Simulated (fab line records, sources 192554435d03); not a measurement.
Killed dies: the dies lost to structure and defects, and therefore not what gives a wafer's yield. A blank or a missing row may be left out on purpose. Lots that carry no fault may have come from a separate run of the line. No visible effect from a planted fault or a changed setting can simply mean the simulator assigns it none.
fab line records -- flow n5Finfet
[record] lots = 4, wafers = 12, lastDay = 17
route steps=1938 shown BEOL_M10@1527 BEOL_M11@1536 PASSIVATION@1936
lots untouched by any fault: they come from a run of this same line in which no faults occurred
startH: hours from the record's opening day to when the first of the lot's shown wafers began -- waitH: hours elapsed since this lot's preceding step -- " unchanged from the row above -- L1.1+2: several wafers, shown together as one row -- - no value present, or no start provided -- * or withheld: withheld -- < > ~ a bound
route shown NAME@n: NAME is a module with steps in the file, n the number in the route of the first one -- usual: the fault-free wafers' mean and standard deviation -- same: alike in all rows -- chamber/n: place in a boat -- sites: readings site by site -- _std_site: the values' standard deviation -- _edge_site: mean of outer sites minus mean of inner sites -- radiusMm: for every site, how far away it sits from the centre of the wafer -- mask NAME#n: copy n -- behind: the last tool/chamber to shape the wafer -- hold: the reason the lot was held/the length of the hold in hours/how it ended -- device: the n, p or np transistor that did not switch -- end of line: tests run on the same wafers once the route is complete -- a step with no rows: only its recipe -- killed: not the wafer's yield, but the dies lost to structure and defects at the first sort -- map: per-die view of a wafer (x killed, . not killed, _ where there is no die)
set.NAME: the run value of the setting; set.NAME@STEP: its run value at that earlier step -- model.NAME: the simulator's own value behind a step, which no gauge read
lots at some steps of the route; a table a step, a row a wafer
services: a tool's chamber out of use, with start hour (startH, from the record's first day; less than 0 if before it), hours out, and reason
[[steps]]
[step N5_BEOL_M10_SPUTTER_48]
[recipe] material = Cu, targetThkA = 120, tempC = -20, biasV = 60, powerW = 26000, chamberPressurePa = 0.13, timeS = 2
[step N5_BEOL_M10_ECD_50]
[recipe] material = Cu, targetThkA = 3180
[step N5_BEOL_M10_ANNEAL_51]
[recipe] tempC = 225, timeS = 90, ambient = N2
[step N5_BEOL_M10_CMP_52]
[recipe] stopOn = SiCOH_lowk, tOverpolishS = 7, downForcePsi = 1, platenRpm = 50, clearingPlatenDownForcePsi = 1.5, clearingPlatenRpm = 50, postCmpClean = cuAlkaline, targetThkNm = 140, clearingPlatenPadVelocityMS = 0.99484, padVelocityMS = 0.99484
[step N5_BEOL_M10_PRE_CLEAN_55]
[recipe] gas = NH3, timeS = 15, tempC = withheld, rfPowerW = 300
[step N5_BEOL_M10_DEP_56]
[recipe] material = SiCN, targetThkA = 150, tempC = withheld, precursor = 3MS/NH3, pressureTorr = 3, rfW = 202, timeS = 26.5
[step N5_BEOL_M11_ILD_DEP_00]
[recipe] material = SiCOH_lowk, targetThkA = 3085.1, tempC = 300, precursor = DEMS/porogen, pressureTorr = 5, rfW = 500, timeS = 58
[step N5_BEOL_M11_CURE_71]
[recipe] tempC = 385, timeS = 240, ambient = He/Ar, material = SiCOH_lowk
[step N5_BEOL_M11_PECVD_70]
[recipe] material = SiO2, targetThkA = 200, tempC = 400, precursor = TEOS/O2, pressureTorr = 5.5, rfW = 450, teosFlowSccm = 53.8, gas = O2, flowSccm = 3000, timeS = 22.7
[usual] chamberPressureTorr = 5.499/0.011, heaterPowerW = 694/86, rfFwdPowerW = 445.3/2, showerheadPlenumPTorr = 8.78/0.039, throttleValvePct = 22.7/0.97
lot.wafer,tool,chamber,startH,waitH,chamberPressureTorr,heaterPowerW,rfFwdPowerW,showerheadPlenumPTorr,throttleValvePct,model.SiO2_of_BEOL_M11_PECVD_70.thkNm
L135.1,pecvd-01,1,249.26,0.0,5.504,805,442.5,8.77,21.7,19.8
L135.4,pecvd-01,0,249.26,0.0,5.495,794,446.4,8.73,23.7,20.2
L135.5,pecvd-01,1,249.26,0.0,5.522,828,442.3,8.77,21.8,20.2
L149.3,pecvd-01,0,343.66,0.0,5.497,776,441.6,8.72,23.5,31.8
L149.4,pecvd-01,0,343.66,0.0,5.489,772,442.3,8.74,23.4,20.4
L149.6,pecvd-01,2,343.66,0.0,5.491,740,444.1,8.81,22.4,20.2
L151.3,pecvd-02,2,344.41,0.0,5.499,835,446.9,8.85,21.1,19.4
L151.5,pecvd-02,2,344.41,0.0,5.509,829,445.8,8.85,20.9,19.8
L151.6,pecvd-02,1,344.41,0.0,5.463,715,446.8,8.74,23.8,20
L150.3,pecvd-01,0,350.07,0.0,5.513,730,444.8,8.75,23.8,31.6
L150.4,pecvd-01,0,350.07,0.0,5.508,766,442.5,8.72,23.6,20
L150.6,pecvd-01,2,350.07,0.0,5.503,717,446.9,8.81,22.7,19.8
[step N5_BEOL_M11_HM_DEP_02]
[recipe] material = TiN, targetThkA = 200, tempC = 25, chamberPressurePa = 0.49996
[step N5_BEOL_M11_COAT_59]
[recipe] resist = SOC, tempC = 250, timeS = 60, spinRpm = 1500, resistThkNm = 100
[step N5_BEOL_M11_COAT_60]
[recipe] resist = SiARC, tempC = 220, timeS = 60, spinRpm = 1500, resistThkNm = 30
[step N5_BEOL_M11_COAT_05]
[recipe] resist = CAR-ArF, spinRpm = 1500, resistThkNm = 90
[step N5_BEOL_M11_EBR_07]
[recipe] solvent = PGMEA, ebrWidthMm = 1.5
[step N5_BEOL_M11_SOFTBAKE_06]
[recipe] tempC = 110, timeS = 60, resist = CAR-ArF
[step N5_BEOL_M11_EXPOSE_08]
[recipe] maskId = M11, na = 1.35, sourceShape = dipole, sigmaInner = 0.411, sigmaOuter = 0.611, polarization = te, doseMj = 53.75
[step N5_BEOL_M11_PEB_09]
[recipe] pebTempC = withheld, pebTimeS = 60, resist = CAR-ArF
[step N5_BEOL_M11_DEVELOP_10]
[recipe] developTimeS = 30, developer = TMAH, resist = CAR-ArF, rinseLiquid = diw, dry = airSpin, devTempC = 23
[step N5_BEOL_M11_DESCUM_16]
[recipe] chemistry = O2, timeS = 7.9, sourcePowerW = 50, biasPowerW = 20, pressureMtorr = 20, rfFrequencyHz = 2.712e+07, tempC = 40, resist = CAR-ArF, o2FlowSccm = 225
[step N5_BEOL_M11_ETCH_61]
[recipe] chemistry = CF4, target = SiARC, targetDepthA = 390, maskMaterial = CAR-ArF, timeS = 65, ionEnergyEv = 80, pressureMtorr = 40, sourceW = 545, biasW = 36, Ar_flow_sccm = 100, cf4FlowSccm = 100, ends = cleared
[step N5_BEOL_M11_ETCH_62]
[recipe] chemistry = N2/H2, target = SOC, targetDepthA = 1100, overetchA = 220, maskMaterial = SiARC, tempC = 40, timeS = 165, ionEnergyEv = 200, pressureMtorr = 30, sourceW = 840, biasW = 150, n2FlowSccm = 200, h2FlowSccm = 200
[step N5_BEOL_M11_STRIP_68]
[recipe] chemistry = N2/H2, tempC = 40, n2FlowSccm = 200, h2FlowSccm = 200, rfFrequencyHz = 6e+07
[step N5_BEOL_M11_STRIP_67]
[recipe] chemistry = CF4, resist = SiARC, powerW = 300, biasPowerW = 75, pressureMtorr = 50, cf4FlowSccm = 150, rfFrequencyHz = 6e+07
[step N5_BEOL_M11_HM_OPEN_17]
[recipe] chemistry = Cl2/BCl3, targetDepthA = 200, overetchA = 60, target = TiN, maskMaterial = SOC, ionEnergyEv = 150, pressureMtorr = 10, icpW = 1000, biasW = 126, Cl2_flow_sccm = 53.25, bcl3FlowSccm = 21.75, Ar_flow_sccm = 25
[step N5_BEOL_M11_STRIP_19]
[recipe] chemistry = O2, powerW = 400, tempC = 40, pressureMtorr = 30, rfFrequencyHz = 6e+07, biasPowerW = 0, overashFraction = 0.2, o2FlowSccm = 225
[step N5_BEOL_M11_COAT_63]
[recipe] resist = SOC, tempC = 250, timeS = 60, spinRpm = 1500, resistThkNm = 100
[step N5_BEOL_M11_COAT_64]
[recipe] resist = SiARC, tempC = 220, timeS = 60, spinRpm = 1500, resistThkNm = 30
[step N5_BEOL_M11_COAT_22]
[recipe] resist = CAR-ArF, spinRpm = 1500, resistThkNm = 90
[step N5_BEOL_M11_EBR_24]
[recipe] solvent = PGMEA, ebrWidthMm = 1.5
[step N5_BEOL_M11_SOFTBAKE_23]
[recipe] tempC = 110, timeS = 60, resist = CAR-ArF
[step N5_BEOL_M11_EXPOSE_25]
[recipe] maskId = V10, na = 1.35, sourceShape = annular, sigmaInner = 0.5, sigmaOuter = 0.8, polarization = unpolarized, doseMj = 85.5
[step N5_BEOL_M11_PEB_26]
[recipe] pebTempC = withheld, pebTimeS = 60, resist = CAR-ArF
[step N5_BEOL_M11_DEVELOP_27]
[recipe] developTimeS = 30, developer = TMAH, resist = CAR-ArF, rinseLiquid = diw, dry = airSpin, devTempC = 23
[step N5_BEOL_M11_HM_STRIP_39]
[recipe] chemistry = peroxideTinStrip, material = TiN, targetDepthA = 250, tempC = 50, timeS = 158
lot.wafer,tool,chamber,startH,waitH,model.SiO2_of_BEOL_M11_PECVD_70.thkNm
L135.1,wetBench-03,1,254.38,0.0,19.6
L135.4+5,wetBench-03,"3,5",254.38,0.0,20
L151.3,wetBench-04,1,350.23,0.0,19.2
L151.5,wetBench-04,0,350.23,0.0,19.6
L151.6,wetBench-04,7,350.23,0.0,19.8
L149.3,wetBench-02,4,350.41,0.0,31.6
L149.4,wetBench-02,3,350.41,0.0,20.2
L149.6,wetBench-02,0,350.41,0.0,20
L150.3,wetBench-04,5,355.16,0.0,31.6
L150.4+6,wetBench-04,"4,0",355.16,0.0,19.8
[step N5_BEOL_M11_CMP_52]
[recipe] stopOn = SiCOH_lowk, tOverpolishS = 7, downForcePsi = 1, platenRpm = 50, clearingPlatenDownForcePsi = 1.5, clearingPlatenRpm = 50, postCmpClean = cuAlkaline, targetThkNm = 140, clearingPlatenPadVelocityMS = 0.99484, padVelocityMS = 0.99484
[usual] barrierFieldEndpointS = 28.7/0.75, clearingPlatenRpm = 49.998/0.026, headPressurePsi = 1.0004/0.0024, motorCurrentA = 6.1/0.68, overpolishRunS = 6.999/0.01, slurryFlowMlMin = 149.9/0.48
lot.wafer,tool,chamber,startH,waitH,barrierFieldEndpointS,clearingPlatenRpm,headPressurePsi,motorCurrentA,overpolishRunS,slurryFlowMlMin
L135.1,cmp-04,0,256.89,0.3,27.8,50.028,1.0043,5.5,6.997,149.9
L135.4,cmp-04,1,256.89,0.3,27.6,50.030,1.0020,5.9,7.003,149.7
L135.5,cmp-04,3,256.89,0.3,28.2,50.018,0.9982,4.9,7.001,150.6
L151.3,cmp-04,2,352.33,0.3,28.3,49.979,0.9987,5.9,7.002,150.7
L151.6,cmp-04,0,352.33,0.3,27.9,50.035,1.0013,5.5,7.004,150.2
L151.5,cmp-04,1,352.33,0.3,28.2,49.993,0.9991,6.1,6.994,149.7
L149.3,cmp-04,1,353.05,0.2,42.2,49.967,1.0019,5.7,4.648,150.4
L149.4,cmp-04,3,353.05,0.2,28.7,50.020,1.0008,4.7,6.993,151.0
L149.6,cmp-04,1,353.05,0.2,27.6,49.946,0.9976,5.9,7.006,150.3
L150.4,cmp-02,2,357.62,0.1,29.4,50.001,1.0053,6.1,6.991,150.3
L150.3,cmp-02,0,357.62,0.1,42.5,49.989,0.9993,5.3,4.361,149.8
L150.6,cmp-02,3,357.62,0.1,28.0,50.022,1.0014,5.4,7.014,150.6
[step N5_PASSIVATION_PROBE_49]
[usual] defectLimitedYield = 91.4/1.5, killed_at_M0_to_M3 = 34/12, killed_at_M4_up = 12/4.9, killedAtContacts = 13/7.2, killedAtFrontEnd = 39/12, killedAtOther = 3.7/2.9, killedDies = 101/18, killedOpen = 67/14, killedShort = 33/7.2, sort_bin_4_leakage = 0.00/0.022, sort_bin_5_function = 5.1/0.97, sort_bin_6_memory = 3.2/0.67, sortNPass = 1079/17, sortYieldPct = 91.4/1.5
[same] grossDies = 1180, killedAtBackSide = 0, sort_bin_8_speed[%] = 0
lot.wafer,tool,chamber,startH,waitH,defectLimitedYield[%],killed_at_M0_to_M3,killed_at_M4_up,killedAtContacts,killedAtFrontEnd,killedAtOther,killedDies,killedOpen,killedShort,sort_bin_4_leakage[%],sort_bin_5_function[%],sort_bin_6_memory[%],sortNPass,sortYieldPct[%]
L135.1,prober-01,-,299.28,0.0,91.6,23,16,7,48,5,99,53,42,0,4.7,3.1,1081,91.6
L135.4,prober-01,-,299.43,0.2,91.1,20,14,7,57,7,105,65,40,0,4.7,3.8,1075,91.1
L135.5,prober-01,-,299.48,0.2,92.7,14,9,24,35,4,86,63,23,0,4.3,2.7,1094,92.7
L150.3,prober-01,-,399.50,0.1,92.6,41,15,3,26,2,87,55,28,0,4.6,2.6,1093,92.6
L150.4,prober-01,-,399.55,0.2,94.3,27,13,3,17,7,67,50,15,0,3.7,1.9,1113,94.3
L150.6,prober-01,-,399.65,0.3,90.9,44,21,8,27,7,107,63,38,0,5.2,3.6,1073,90.9
// killed by level:class
L135.1 FIN_SAQP:geometricParticle:short=19 FIN_SAQP:geometricParticle:open=10 BEOL_M1:geometricParticle:short=8 MOL_CONTACT_COAG:geometricParticle:open=7 BEOL_M4:geometricParticle:open=5 ILD0:geometricParticle:open=5 DUMMY_GATE:geometricParticle:open=4 BEOL_M2:geometricParticle:open=4
L135.4 FIN_SAQP:geometricParticle:open=19 STI_FIN_REVEAL:geometricParticle:open=9 ILD0:geometricParticle:short=9 FIN_SAQP:geometricParticle:short=8 BEOL_M4:geometricParticle:open=8 BEOL_M0_SAQP:geometricParticle:short=5 STI_FIN_REVEAL:geometricParticle:short=4 MOL_CONTACT_COAG:geometricParticle:open=4
L135.5 MOL_CONTACT_COAG:geometricParticle:open=20 FIN_SAQP:geometricParticle:open=12 STI_FIN_REVEAL:geometricParticle:open=8 FIN_SAQP:geometricParticle:short=4 GATE_CUT:geometricParticle:short=4 MOL_CONTACT_COAG:geometricParticle:short=4 BEOL_M4:geometricParticle:open=4 BEOL_M0_SAQP:geometricParticle:short=3
L150.3 BEOL_M2:geometricParticle:open=12 DUMMY_GATE:geometricParticle:open=8 BEOL_M0_SAQP:geometricParticle:short=8 BEOL_M8:geometricParticle:open=6 BEOL_M0_SAQP:geometricParticle:open=5 BEOL_M0:geometricParticle:open=5 BEOL_M1:geometricParticle:open=5 STI_FIN_REVEAL:geometricParticle:open=3
L150.4 BEOL_M0:geometricParticle:open=9 BEOL_M1:geometricParticle:open=5 BEOL_M3:geometricParticle:open=5 BEOL_M4:geometricParticle:open=5 FIN_SAQP:geometricParticle:open=4 DUMMY_GATE:geometricParticle:open=3 MOL_CONTACT_COAG:geometricParticle:open=3 BEOL_M0_SAQP:geometricParticle:open=3
L150.6 BEOL_M0_SAQP:geometricParticle:short=10 BEOL_M4:geometricParticle:open=10 BEOL_M0_SAQP:geometricParticle:open=9 BEOL_M0:geometricParticle:open=7 MOL_CONTACT_COAG:geometricParticle:open=6 DUMMY_GATE:geometricParticle:short=5 DUMMY_GATE:geometricParticle:open=5 BEOL_M0:geometricParticle:short=5
[[services]]
tool,chamber,startH,hours,kind
cmp-04,-,225.62,4.0,pm
wetBench-04,-,227.34,4.4,pm
cmp-04,-,229.62,-,consumableReplace:conditioner
cmp-04,-,229.62,-,consumableReplace:pad
cmp-02,-,244.99,0.4,repair
cmp-04,-,264.91,0.9,repair
pecvd-01,1,285.45,3.6,repair
pecvd-02,1,297.77,2.1,scheduledDown
wetBench-03,-,300.22,4.4,pm
cmp-02,-,300.87,5.9,repair
pecvd-01,2,301.67,5.5,scheduledDown
pecvd-02,-,314.19,0.9,repair
cmp-04,-,316.35,4.8,pm
cmp-04,-,337.47,0.8,repair
cmp-02,-,353.52,3.4,pm
[[key]]
[firstSign] step = N5_BEOL_M11_CMP_52, reading = overpolishRunS, direction = down, sigmas = 99+, usual = 6.999, struck = 4.505
[effect] step = N5_BEOL_M11_CMP_52, reading = barrierFieldEndpointS, direction = up, sigmas = 18, usual = 28.7, struck = 42.3
[modelEffect] step = N5_BEOL_M11_PECVD_70, value = SiO2_of_BEOL_M11_PECVD_70.thkNm, without = 19.7, struck = 31.7
[modelEffect] step = N5_BEOL_M11_HM_STRIP_39, value = SiO2_of_BEOL_M11_PECVD_70.thkNm, without = 19.6, struck = 31.6
metAt N5_BEOL_M11_PECVD_70
struckWafers L149.3,L150.3
onsetBetween 249.26 343.66
[fault] kind = processParameterDrift, tool = pecvd-01, chamber = -, onsetH = 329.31, steps = N5_BEOL_M11_PECVD_70, channel = timeS, offset = *, shape = step, endH = 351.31, scope = struckWafersOnly, actsIn = *, stated = *
